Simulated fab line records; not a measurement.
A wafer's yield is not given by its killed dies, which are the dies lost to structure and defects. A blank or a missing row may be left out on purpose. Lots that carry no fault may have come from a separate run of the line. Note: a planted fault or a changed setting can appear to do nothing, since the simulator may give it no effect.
A struck lot beside a sound one | flow n5Finfet | 19 out of 1938 route steps
Sound: these wafers, L864.2, L864.3, L864.5. Struck: wafer L877.5. (L877.4 of the same lot was not struck and is left out.) The cause comes at the end.
For every step that has rows: the tool of each side, followed by ch and its chambers, followed by its first start. Under that, the readings that differ: sound wafers | struck wafers | difference of the means | sigmas: that difference in standard deviations of wafers without a fault.
alike: same words and numbers on both sides, and readings whose means sit less than 2 such deviations apart. not compared: any withheld reading, any reading some wafer has no value for, any bound like >300 that may hide the same value, and any number with overlapping values for which the record gives no deviation.
Wherever a step has rows on one side only, a row that says differs or no value, or a row with sigmas, the two part there. When numbers do not overlap yet have no deviation, they are printed without sigmas and do not part them. A reading missing from all wafers of one side parts the sides only when that side holds two or more wafers.

first, 1 step without rows for these wafers: N5_FIN_CUT_DEVELOP_07 (develop time 30 s).
N5_FIN_CUT_CD_MEAS_08 targets a cd of 29.1 nm.
  sound on cdSem-03 ch 0, day 2 14:55; struck on cdSem-01 ch 0, day 5 20:16
  alike: cdNm
N5_FIN_CUT_OVL_MEAS_09:
  sound on overlay-01 ch 0, day 2 14:58; struck on overlay-01 ch 0, day 5 20:18
  alike: FIN_CUT_OVL
N5_FIN_CUT_INSPECT_10: inspects for defects (brightfield).
  struck on defectInspect-02, day 5 20:20; sound on defectInspect-01, day 2 15:01
  alike: rawDefectCount
N5_FIN_CUT_DESCUM_13: chemistry O2, time 7 s.
  sound on rieDiel-03 ch 0,1, day 2 15:02; struck on rieDiel-02 ch 1, day 5 20:22
  alike: drypumpMotorCurrentA, oesProductAu, rfVppV, showerheadPlenumPTorr, tempC, throttleValvePct
  not compared: rfHoursCounterH
then, 1 step without rows for these wafers: N5_FIN_CUT_ETCH_30 (etches underlayer in N2/H2, target depth 13 nm, time 10.4 s).
N5_FIN_CUT_ETCH_20: etches SiARC in CF4, target depth 26 nm, time 43.3 s.
  sound on rieDiel-03 ch 0,1, day 2 15:06; struck on rieDiel-02 ch 1, day 5 20:26
  alike: drypumpMotorCurrentA, etchRfOnTimeS, oesProductAu, rfVppV, showerheadPlenumPTorr, throttleValvePct
  not compared: rfHoursCounterH
then, 4 steps without rows for these wafers: N5_FIN_CUT_ETCH_21 (etches SOC in N2/H2, target depth 219 nm, overetch 43.8 nm, time 523.5 s); N5_FIN_CUT_STRIP_23 (strips in N2/H2); N5_FIN_CUT_STRIP_31 (strips in N2/H2); N5_FIN_CUT_STRIP_24 (strips in CF4).
N5_FIN_CUT_CUT_ETCH_26: etches SiNx in CH3F/O2, target depth 39 nm, time 55.7 s.
  sound on rieDiel-03 ch 0,1, day 2 15:29; struck on rieDiel-02 ch 1, day 5 20:49
  alike: drypumpMotorCurrentA, oesProductAu, rfVppV, showerheadPlenumPTorr, throttleValvePct
  not compared: rfHoursCounterH
N5_FIN_CUT_CUT_ETCH_27: etches SiO2 in CHF3/O2, target depth 4 nm, overetch 2 nm, time 4.9 s.
  sound on rieDiel-03 ch 0,1, day 2 15:32; struck on rieDiel-02 ch 1, day 5 20:52
  alike: drypumpMotorCurrentA, oesProductAu, rfVppV, showerheadPlenumPTorr, throttleValvePct
  not compared: rfHoursCounterH, model.SOC_of_FIN_CUT_COAT_18.thkNm
N5_FIN_CUT_PRECLEAN_35: cleans in vHF, time 13.3 s.
  sound on vaporEtch-01 ch 0,1, day 2 15:35; struck on vaporEtch-02 ch 0, day 5 20:56
reading                  | sound       | struck | difference | sigmas
drypumpMotorCurrentA (A) | 4.9 4.8 4.8 | 6.0    | +1.2       | +2
  alike: tempC
then, 1 step without rows for these wafers: N5_FIN_CUT_CUT_ETCH_15 (etches Si in HBr/Cl2/O2, target depth 100 nm, bt time 10 s, time 42.4 s).
N5_FIN_CUT_CUT_ETCH_28: etches Si in HBr/Cl2/O2, target depth 6 nm, time 2.4 s.
  sound on rieSi-03 ch 0,2,3, day 2 15:44; struck on rieSi-03 ch 1, day 5 21:04
reading                  | sound       | struck | difference | sigmas
drypumpMotorCurrentA (A) | 5.8 5.2 5.0 | 6.4    | +1.1       | +2
  alike: mfcCl2Sccm, oesProductAu, throttleValvePct
  not compared: rfHoursCounterH, model.SOC_of_FIN_CUT_COAT_18.thkNm
N5_FIN_CUT_STRIP_22: strips in N2/H2.
  sound on rieDiel-02 ch 0,2,3, day 2 15:48; struck on rieDiel-02 ch 2, day 5 21:08
  alike: drypumpMotorCurrentA, n2FlowSccm, oesProductAu, rfVppV, showerheadPlenumPTorr, tempC, throttleValvePct
  not compared: rfHoursCounterH
-- record jumps: 8 days separate the struck wafers' starts on either side; left off in module FIN_CUT, taken up again in module BEOL_M4, whose first shown step is the route's number 1111 --
N5_BEOL_M4_RC_MEAS_101:
  sound on prober-02 ch 0, day 11 05:27; struck on prober-01 ch 0, day 14 05:37
  alike: DIBL_N, DIBL_P, IOFF_N, IOFF_P, ION_N, ION_P, SS_N, SS_P, VT_N, VT_P
-- here the record skips 4 days between the struck wafers' starts before and after, leaving off in module BEOL_M4 and picking up in module PASSIVATION (first step shown: number 1936 of the route) --
N5_PASSIVATION_PROBE_49:
  struck on prober-02, day 18 14:37; sound on prober-01, day 15 14:16
reading                 | sound          | struck | difference | sigmas
defectLimitedYield (%)  | 93.1 93.4 93.8 | 87.0   | -6.4       | -5
killedAtFrontEnd        | 30 22 18       | 71     | +48        | +4
killedDies              | 81 78 73       | 153    | +76        | +4
killedOpen              | 49 51 56       | 112    | +60        | +5
killedShort             | 30 25 15       | 40     | +17        | +2
sort_bin_5_function (%) | 4.3 4.0 3.6    | 8.1    | +4.1       | +4
sort_bin_6_memory (%)   | 2.3 2.5 2.5    | 4.6    | +2.2       | +3
sortNPass               | 1099 1102 1107 | 1027   | -76        | -4
sortYieldPct (%)        | 93.1 93.4 93.8 | 87.0   | -6.4       | -4
  alike: killed_at_M0_to_M3, killed_at_M4_up, killedAtContacts, killedAtOther, sort_bin_4_leakage

WHERE THEY PART
First at N5_FIN_CUT_PRECLEAN_35; last, within this record, at N5_PASSIVATION_PROBE_49.

WHY: whatever the simulator had introduced
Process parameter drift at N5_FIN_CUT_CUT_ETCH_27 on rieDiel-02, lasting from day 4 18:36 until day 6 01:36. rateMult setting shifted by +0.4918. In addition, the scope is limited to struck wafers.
